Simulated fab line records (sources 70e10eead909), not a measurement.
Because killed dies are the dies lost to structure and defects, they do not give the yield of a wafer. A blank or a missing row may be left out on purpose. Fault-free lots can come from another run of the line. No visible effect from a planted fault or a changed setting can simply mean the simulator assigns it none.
Matching of chambers || flow nand harc || NHARC_P_ZERO_WELL_ETCH_63 on rie si-06 has 4 sister chambers
The step etches the open film in HBr/Cl2, target depth 120 nm, time 40.1 s. 8 wafers are shown with their chamber, then 9 later ones without.

== EACH WAFER AND ITS CHAMBER ==
{"wafer": "L077.5", "chamber": 1, "rf fwd power W (W)": 394.9, "oes product au (a.u.)": 0.990}
{"wafer": "L080.5", "chamber": 0, "rf fwd power W (W)": 392.5, "oes product au (a.u.)": 1.023}
{"wafer": "L086.4", "chamber": 0, "rf fwd power W (W)": 393.7, "oes product au (a.u.)": 1.001}
{"wafer": "L086.5", "chamber": 2, "rf fwd power W (W)": 392.8, "oes product au (a.u.)": 0.985}
{"wafer": "L086.6", "chamber": 3, "rf fwd power W (W)": 394.9, "oes product au (a.u.)": 1.017}
{"wafer": "L087.1", "chamber": 1, "rf fwd power W (W)": 393.9, "oes product au (a.u.)": 0.989}
{"wafer": "L087.5", "chamber": 3, "rf fwd power W (W)": 395.6, "oes product au (a.u.)": 1.015}
{"wafer": "L087.6", "chamber": 2, "rf fwd power W (W)": 392.6, "oes product au (a.u.)": 0.997}

== WAFERS WHOSE CHAMBER IS MISSING ==
{"wafer": "L090.1", "rf fwd power W (W)": 398.8, "oes product au (a.u.)": 1.000}
{"wafer": "L090.4", "rf fwd power W (W)": 393.1, "oes product au (a.u.)": 1.004}
{"wafer": "L090.5", "rf fwd power W (W)": 391.8, "oes product au (a.u.)": 1.001}
{"wafer": "L092.2", "rf fwd power W (W)": 392.7, "oes product au (a.u.)": 1.008}
{"wafer": "L092.3", "rf fwd power W (W)": 393.3, "oes product au (a.u.)": 0.988}
{"wafer": "L092.4", "rf fwd power W (W)": 395.7, "oes product au (a.u.)": 1.000}
{"wafer": "L094.1", "rf fwd power W (W)": 391.8, "oes product au (a.u.)": 1.008}
{"wafer": "L094.4", "rf fwd power W (W)": 395.1, "oes product au (a.u.)": 1.003}
{"wafer": "L094.6", "rf fwd power W (W)": 396.3, "oes product au (a.u.)": 1.007}

== WHICH CHAMBER EACH WENT THROUGH ==
{"wafer": "L090.1", "from the rows above": "can't be placed: 3 or 1", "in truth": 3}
{"wafer": "L090.4", "from the rows above": "can't be placed: 0 or 2 or 1", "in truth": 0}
{"wafer": "L090.5", "from the rows above": "can't be placed: 2 or 0", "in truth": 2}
{"wafer": "L092.2", "from the rows above": "can't be placed: 0 or 2", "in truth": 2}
{"wafer": "L092.3", "from the rows above": "can't be placed: 2 or 1 or 0", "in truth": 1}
{"wafer": "L092.4", "from the rows above": "can't be placed: 3 or 1", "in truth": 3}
{"wafer": "L094.1", "from the rows above": "can't be placed: 0 or 2", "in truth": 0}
{"wafer": "L094.4", "from the rows above": "can't be placed: 3 or 1 or 0", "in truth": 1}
{"wafer": "L094.6", "from the rows above": "can't be placed: 3 or 1", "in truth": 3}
Placed correctly: 0 of 9. Not placeable from these rows: 9 (in 9, the candidates include the true chamber). Number placed wrongly: 0.
How it was worked out, from the rows above alone: a wafer's distance from a chamber is the root of the sum, over the readings, of the square of ((its reading less the chamber's mean) divided by the reading's scatter). The wafer belongs to the nearest chamber; if the next one is less than 2 further off, it can't be placed. For every chamber, the mean is computed from those of its wafers that are shown. The scatter is the square root of a quotient: the sum, over the shown wafers, of each reading's squared deviation from its chamber's mean, divided by wafers minus chambers.
